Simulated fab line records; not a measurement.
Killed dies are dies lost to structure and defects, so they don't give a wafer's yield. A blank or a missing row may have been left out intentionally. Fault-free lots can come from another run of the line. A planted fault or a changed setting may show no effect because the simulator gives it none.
Which tool was responsible? ; flow nandHarc ; 11 lots with 33 wafers sampled at 7 steps, on a route of 1159 steps

WHAT EACH GAUGE READ, for each wafer
NHARC_A_ONON_D1_THK_MEAS_18: measures by ellipsometry.
lot;measured;on;thkNm (nm)
L141;day 9 03:39;filmMetro-02;1001 1002 1002
L143;day 9 12:01;filmMetro-01;1004 1003 1003
L144;day 10 03:34;filmMetro-02;988 988 986
L147;day 11 07:40;filmMetro-02;992 993 994
L149;day 11 14:26;filmMetro-01;1005 1005 1005
L148;day 11 14:26;filmMetro-02;986 986 985
L150;day 11 14:26;filmMetro-01;1007 1006 1005
L154;day 12 04:22;filmMetro-01;1010 1010 1011
L156;day 12 21:14;filmMetro-02;997 1000 999
L157;day 12 21:16;filmMetro-01;999 996 998
L158;day 13 07:35;filmMetro-02;1017 1013 1016

NHARC_A_CHANNEL_HOLE_D1_CD_MEAS_30.
lot;measured;on;cdNm (nm)
L141;day 9 19:01;cdSem-01;92.6 92.7 89.5
L143;day 10 02:43;cdSem-01;91.6 89.4 91.0
L144;day 10 16:06;cdSem-03;89.9 91.3 90.2
L147;day 11 20:18;cdSem-01;92.6 93.2 90.8
L149;day 12 02:59;cdSem-03;0.6 1.1 -0.3
L148;day 12 07:01;cdSem-03;0.8 1.1 1.1
L150;day 12 02:49;cdSem-01;90.4 92.1 89.1
L154;day 12 16:40;cdSem-03;2.1 0.7 1.5
L156;day 13 14:38;cdSem-02;92.2 91.4 91.2
L157;day 13 18:13;cdSem-01;87.6 86.6 92.1
L158;day 14 08:37;cdSem-01;89.7 88.5 90.5

NHARC_END_SORT_01.
lot;measured;on;killedAtArray;killedAtOther;killedAtPeriphery;killedDies;killedOpen;killedShort
L149;day 23 16:49;prober-02;674 676 674;0 1 0;3 0 3;677 677 677;2 2 6;3 5 5
L148;day 23 08:32;prober-01;674 673 670;1 0 1;2 4 6;677 677 677;1 7 6;1 2 7
L154;day 23 22:50;prober-01;670 672 672;2 0 0;5 5 5;677 677 677;2 1 5;4 3 4

WHAT TOOL EACH LOT RAN ON (gives the tool, then ch and the chambers of the sampled wafers, and finally the start)
lot;NHARC_A_ONON_D1_DEP_33;NHARC_A_CHANNEL_HOLE_D1_ETCH_34;NHARC_A_CHANNEL_HOLE_D1_ETCH_23;NHARC_A_CHANNEL_HOLE_D1_XSEM_31
L141;pecvd-02 ch 0,1, day 9 06:03;rieDiel-05 ch 0,2,3, day 9 14:57 or earlier;harEtch-01 ch 0,1, day 9 14:57;xsem-01 ch 0, day 9 19:07
L143;pecvd-01 ch 0,2, day 9 14:37;rieDiel-05 ch 0,1,2, day 9 22:44 or earlier;harEtch-01 ch 0,1, day 9 22:44;xsem-01 ch 0, day 10 02:48
L144;pecvd-02 ch 0,1,2, day 10 05:53;rieDiel-04 ch 1,2,3, day 10 11:57 or earlier;harEtch-01 ch 1, day 10 11:57;xsem-02 ch 0, day 10 16:11
L147;pecvd-04 ch 0,1, day 11 10:08;rieDiel-11 ch 0,1,3, day 11 16:12 or earlier;harEtch-01 ch 0,1, day 11 16:12;xsem-01 ch 0, day 11 20:23
L149;pecvd-04 ch 0,2, day 11 16:45;rieDiel-05 ch 1,3, day 11 22:55 or earlier;harEtch-01 ch 0,1, day 11 22:55;xsem-01 ch 0, day 12 03:04
L148;pecvd-02 ch 0,1,2, day 11 16:50;rieDiel-04 ch 0,3, day 12 02:53 or earlier;harEtch-02 ch 1, day 12 02:53;xsem-02 ch 0, day 12 07:06
L150;pecvd-01 ch 0,1,2, day 11 16:46;rieDiel-11 ch 0,2, day 11 22:51 or earlier;harEtch-02 ch 0, day 11 22:51;xsem-02 ch 0, day 12 02:54
L154;pecvd-01 ch 0,2, day 12 06:41;rieDiel-04 ch 0,2,3, day 12 12:35 or earlier;harEtch-02 ch 0,1, day 12 12:35;xsem-01 ch 0, day 12 16:45
L156;pecvd-04 ch 0,2, day 12 23:45;rieDiel-05 ch 0,1,2, day 13 10:32 or earlier;harEtch-02 ch 0,1, day 13 10:32;xsem-01 ch 0, day 13 14:43
L157;pecvd-02 ch 0,1,2, day 12 23:50;rieDiel-11 ch 1,2,3, day 13 14:14 or earlier;harEtch-01 ch 0,1, day 13 14:14;xsem-01 ch 0, day 13 18:19
L158;pecvd-02 ch 1,2, day 13 10:00;rieDiel-11 ch 0,1,2, day 14 04:32 or earlier;harEtch-02 ch 0,1, day 14 04:32;xsem-01 ch 0, day 14 08:43
- NHARC_A_ONON_D1_DEP_33: deposits SiO2, target thk 200 nm.
- NHARC_A_CHANNEL_HOLE_D1_ETCH_34: etches the open film in CF4/CHF3, target depth 154 nm, time 77 s.
- NHARC_A_CHANNEL_HOLE_D1_ETCH_23: etches the open film in C4F8/O2/Ar, time 819 s, target depth 1600 nm.
- NHARC_A_CHANNEL_HOLE_D1_XSEM_31

WHAT THE TOOLS THEMSELVES READ (means of the sampled wafers that have a number; where no wafer has one, the mark that the record gives instead)
NHARC_A_ONON_D1_DEP_33.
lot;tool;heaterPowerW (W);mfcPrecursorSccm (sccm);throttleValvePct (%)
L141;pecvd-02;590;161.6;16.5
L143;pecvd-01;702;161.3;16.5
L144;pecvd-02;599;161.2;16.1
L147;pecvd-04;660;161.5;15.2
L149;pecvd-04;536;161.1;15.4
L148;pecvd-02;586;161.3;16.1
L150;pecvd-01;638;161.3;15.8
L154;pecvd-01;668;161.2;16.2
L156;pecvd-04;544;161.7;15.1
L157;pecvd-02;609;161.6;16.3
L158;pecvd-02;588;161.6;15.8

NHARC_A_CHANNEL_HOLE_D1_ETCH_34.
lot;tool;biasW (W);cf4FlowSccm (sccm);drypumpMotorCurrentA (A);oesProductAu (a.u.);rfVppV (V);showerheadPlenumPTorr (Torr);throttleValvePct (%)
L141;rieDiel-05;199.5;100.1;5.7;0.971;369.1;1.54;16.795
L143;rieDiel-05;199.8;100.0;6.2;0.966;370.8;1.57;16.812
L144;rieDiel-04;200.0;99.8;5.7;0.979;372.0;1.62;16.797
L147;rieDiel-11;201.0;100.0;5.6;0.938;370.3;1.54;16.805
L149;rieDiel-05;199.5;99.8;6.2;0.919;369.8;1.54;16.808
L148;rieDiel-04;200.4;100.0;5.6;0.930;372.9;1.65;16.808
L150;rieDiel-11;200.4;100.2;5.8;0.914;369.2;1.55;16.803
L154;rieDiel-04;200.4;100.1;5.8;0.936;371.4;1.60;16.801
L156;rieDiel-05;200.3;100.4;6.2;0.927;371.3;1.57;16.808
L157;rieDiel-11;200.1;99.9;5.9;0.917;368.7;1.54;16.799
L158;rieDiel-11;199.8;100.1;5.8;0.913;369.3;1.53;16.801

NHARC_A_CHANNEL_HOLE_D1_ETCH_23.
lot;tool;c4f8FlowSccm (sccm);chamberPressureMTorr (mTorr);drypumpMotorCurrentA (A);showerheadPlenumPTorr (Torr);throttleValvePct (%)
L141;harEtch-01;89.41;19.989;5.8;3.82;32.146
L143;harEtch-01;89.32;19.995;5.8;3.82;32.155
L144;harEtch-01;89.01;20.004;5.7;3.81;32.147
L147;harEtch-01;89.23;19.985;5.8;3.81;32.168
L149;harEtch-01;-;-;-;-;-
L148;harEtch-02;-;-;-;-;-
L150;harEtch-02;88.95;19.992;6.1;3.49;32.150
L154;harEtch-02;-;-;-;-;-
L156;harEtch-02;88.95;20.008;6.3;3.60;32.152
L157;harEtch-01;89.15;20.020;5.8;3.79;32.152
L158;harEtch-02;89.50;20.008;6.5;3.72;32.156

NHARC_A_CHANNEL_HOLE_D1_XSEM_31.
lot;tool;botCdNm (nm);bowNm (nm);tiltDeg (degrees)
L141;xsem-01;76.8;9.0;0.09
L143;xsem-01;74.3;9.0;0.23
L144;xsem-02;74.9;8.9;0.00
L147;xsem-01;76.3;9.2;0.12
L149;xsem-01;0.4;0.6;0.08
L148;xsem-02;1.3;0.7;0.01
L150;xsem-02;76.1;8.2;0.04
L154;xsem-01;1.8;0.6;0.01
L156;xsem-01;75.3;8.2;0.08
L157;xsem-01;73.6;9.3;0.14
L158;xsem-01;74.6;8.8;0.07

THE ANSWER, worked out from the rows above alone
Rule: the lots themselves supply what counts as usual. The widest of any qualifying gaps counts: lots, ordered by their means at a reading, are off when they make up no more than a third of the lots, leave a main group of 4 or more, and stand apart from it by 3 or more times the standard deviation of that group's means. A main group is skipped when, at the precision printed for the reading in the tables above, its means are all equal. A lot without any number at a reading at which 4 lots or more have one is off too. Where the step has rows for the other lots, those lots are counted as sound. Order of review: gauges by route order, followed by the tools' own readings, for which a lot's mean as printed above is used. At the first step where some lot is off, the reading lying furthest off is the one used; lots without a number count as furthest.
Off, at NHARC_A_CHANNEL_HOLE_D1_CD_MEAS_30 on cdNm: L149, L148, L154. The main group has a mean of 90.7 nm with a standard deviation of 1.1.
A tool fits if, at a process step before that reading, it ran every lot that is off, and no sound lot after the first of them. The gauges at NHARC_A_CHANNEL_HOLE_D1_CD_MEAS_30 aren't tried: what is off there is off at NHARC_A_CHANNEL_HOLE_D1_ETCH_23 too, on other tools, and a gauge's error can't cause that. NHARC_A_CHANNEL_HOLE_D1_ETCH_34: start missing for some lots; hours and lot order therefore follow NHARC_A_CHANNEL_HOLE_D1_ETCH_23. Of those tried, none fits.

WHAT THE SIMULATOR HAD INSERTED
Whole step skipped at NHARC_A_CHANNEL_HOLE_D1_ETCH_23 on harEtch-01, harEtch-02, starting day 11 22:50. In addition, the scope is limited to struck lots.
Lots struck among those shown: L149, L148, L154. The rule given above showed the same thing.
